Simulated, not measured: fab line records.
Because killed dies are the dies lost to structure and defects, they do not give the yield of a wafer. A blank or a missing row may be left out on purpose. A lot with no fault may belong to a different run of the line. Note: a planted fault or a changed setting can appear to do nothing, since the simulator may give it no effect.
Chamber matching -- flow nand harc -- 4 sister chambers for NHARC_A_STAIRCASE_ETCH_444 on rie diel-01
The step etches the open film in C4F8/O2, target depth 20400 nm, time 6800 s. 14 wafers are shown with their chamber, then 7 later ones without.

WAFERS PAIRED WITH THEIR CHAMBERS
wafer,chamber,rf vpp V (V),oes product au (a.u.)
L075.2,3,812,0.912
L075.4,0,815,0.915
L075.5,2,807,0.914
L078.1,2,805,0.922
L078.3,1,809,0.923
L078.4,0,815,0.920
L081.3,3,813,0.920
L081.5,0,813,0.932
L081.6,1,807,0.916
L083.3,3,811,0.917
L083.2,2,804,0.934
L083.6,0,813,0.927
L088.1,3,813,0.959
L088.3,0,814,0.954

SIGNATURES (means of the wafers above)
reading,chamber 0,chamber 1,chamber 2,chamber 3,scatter within a chamber
rf vpp V,814.00,808.00,805.33,812.25,1.16
oes product au,0.92960,0.91950,0.92333,0.92700,0.0159
Rule: for a wafer and a chamber, the distance is found by dividing, reading by reading, the gap between the wafer's reading and the chamber's mean by the reading's scatter, squaring, summing and taking the root. If the next closest chamber is less than 2 further off than the closest, the wafer can't be placed; otherwise it belongs to the closest. The scatter: take each reading less its chamber's mean, square it, sum over the shown wafers, divide by the number of wafers less the number of chambers, and take the root.

WAFERS MISSING THEIR CHAMBER
wafer,rf vpp V (V),oes product au (a.u.)
L088.6,807,0.960
L090.2,807,0.951
L090.3,814,0.961
L090.6,805,0.965
L092.1,805,0.917
L092.2,814,0.925
L092.5,812,0.916

EACH ONE'S CHAMBER
wafer,from the rows above,in truth
L088.6,can't be placed: 1 or 2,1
L090.2,can't be placed: 1 or 2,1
L090.3,can't be placed: 0 or 3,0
L090.6,can't be placed: 2 or 1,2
L092.1,2,2
L092.2,can't be placed: 0 or 3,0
L092.5,can't be placed: 3 or 0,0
1 of 7 placed correctly. From these rows, 6 cannot be placed; in 6 the true chamber is one of the candidates. Number placed wrongly: 0.
